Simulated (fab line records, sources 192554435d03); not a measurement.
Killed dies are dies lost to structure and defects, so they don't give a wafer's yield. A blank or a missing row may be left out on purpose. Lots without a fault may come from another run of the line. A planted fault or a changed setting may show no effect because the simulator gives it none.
One fault seen from 2 desks | flow n5_finfet | each desk has only its own numbers; what lay behind them comes last

THE METROLOGY DESK
What the gauges read, lot by lot, whatever tool the lot ran on: means of the sampled wafers that have a number. A lot is out of limits, marked OUT, if its mean lies more than 4 standard deviations from the usual mean; the brackets give that distance. Of its 19 readings 7 are shown: the one that was out of limits first, and those that lie furthest out on some lot.
Columns: A = cd_nm at N5_FIN_SAQP_CD_MEAS_31, usual 8.09 nm; B = cd_nm at N5_STI_FIN_REVEAL_CD_MEAS_22, usual 6.19 nm; C = DIBL_N at N5_BEOL_M4_RC_MEAS_101, usual 36.2 mV/V; D = DIBL_P at N5_BEOL_M4_RC_MEAS_101, usual 36.1 mV/V; E = ION_N at N5_BEOL_M4_RC_MEAS_101, usual 675 uA/um; F = VT_N at N5_BEOL_M4_RC_MEAS_101, usual 250 mV; G = VT_N_LVT at N5_BEOL_M4_RC_MEAS_101, usual 100 mV
lot  | first seen here | A              | B              | C             | D               | E             | F             | G
L130 | day 2 06:01     | 8.12           | 6.42           | 35.3          | 38.0            | 667           | 252           | 100
L132 | day 2 17:56     | 8.09           | 6.36           | 36.3          | 35.6            | 678           | 246           | 96
L133 | day 2 23:41     | 8.03           | 6.05           | 33.5          | 34.4            | 650           | 256           | 105
L134 | day 3 06:01     | 8.16           | 6.48           | 37.9          | 37.9            | 674           | 249           | 97
L135 | day 3 11:24     | 8.02           | 6.20           | 35.4          | 35.6            | 673           | 248           | 99
L136 | day 3 19:50     | 8.30           | 6.35           | 37.7          | 37.4            | 682           | 248           | 98
L137 | day 3 23:31     | 8.16           | 6.49           | 37.1          | 38.0            | 680           | 247           | 98
L140 | day 5 00:25     | 7.94           | 6.15           | 35.2          | 35.4            | 675           | 250           | 102
L141 | day 5 01:56     | 8.21           | 6.43           | 36.4          | 38.9            | 698           | 247           | 97
L143 | day 5 12:23     | 8.25           | 6.56           | 38.3          | 37.3            | 687           | 245           | 95
L145 | day 6 00:06     | 7.91           | 6.12           | 34.8          | 34.5            | 665           | 252           | 105
L149 | day 7 01:07     | 3.00 (-20) OUT | 1.07 (-18) OUT | 3.9 (-16) OUT | -10.6 (-19) OUT | 426 (-18) OUT | 326 (+19) OUT | 176 (+19) OUT
L150 | day 7 06:20     | 2.85 (-21) OUT | 0.80 (-19) OUT | 5.7 (-15) OUT | -6.1 (-18) OUT  | 429 (-18) OUT | 330 (+21) OUT | 179 (+20) OUT
L151 | day 7 12:10     | 2.88 (-21) OUT | 1.11 (-18) OUT | 5.1 (-16) OUT | -7.2 (-18) OUT  | 432 (-17) OUT | 325 (+19) OUT | 175 (+19) OUT
L152 | day 7 18:47     | 8.33           | 6.06           | 35.4          | 35.5            | 665           | 255           | 104
This desk's finding: out of limits on L149, L150, L151; first on L149, day 7 03:31 (cd_nm at N5_FIN_SAQP_CD_MEAS_31). In limits: L130, L132, L133, L134, L135, L136, L137, L140, L141, L143, L145, L152.

THE TOOL OWNER'S DESK: ald_sin-02
The tool's own readings at N5_FIN_SAQP_SPACER2_ALD_28 (deposits SiO2, target thk 8.1 nm, pulse time 1 s, purge time 2 s): means of the sampled wafers that have a number, for each lot that ran on this tool. A lot is out of limits, marked OUT, if its mean lies more than 4 standard deviations from the usual mean; the brackets give that distance.
Columns: A = heater_power_w at N5_FIN_SAQP_SPACER2_ALD_28, usual 452 W; B = precursor_pulse_height_rel at N5_FIN_SAQP_SPACER2_ALD_28, usual 1.004
lot  | first seen here | A   | B
L134 | day 3 07:02     | 460 | 1.013
L141 | day 5 04:08     | 489 | 1.006
L143 | day 5 13:46     | 457 | 0.992
L149 | day 7 03:00     | 463 | 0.989
L150 | day 7 07:26     | 450 | 0.982
L151 | day 7 13:15     | 475 | 1.003
This desk's finding: nothing out of limits on any of the 6 lots.

PUT TOGETHER
The metrology desk could have raised an alarm at day 7 03:31, on L149, L150, L151.
The tool owner's desk saw nothing out of limits.
The tool owner's desk has L149, L150, L151 on record, within its limits.
Of the lots named, all ran N5_FIN_SAQP_SPACER2_ALD_28 on ald_sin-02.

WHAT THE SIMULATOR HAD PUT IN
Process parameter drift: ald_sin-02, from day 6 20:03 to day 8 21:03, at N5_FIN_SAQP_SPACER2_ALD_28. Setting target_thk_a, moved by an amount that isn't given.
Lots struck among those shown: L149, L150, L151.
Hours from the fault's start to each desk's first reading out of limits: the metrology desk, 7.
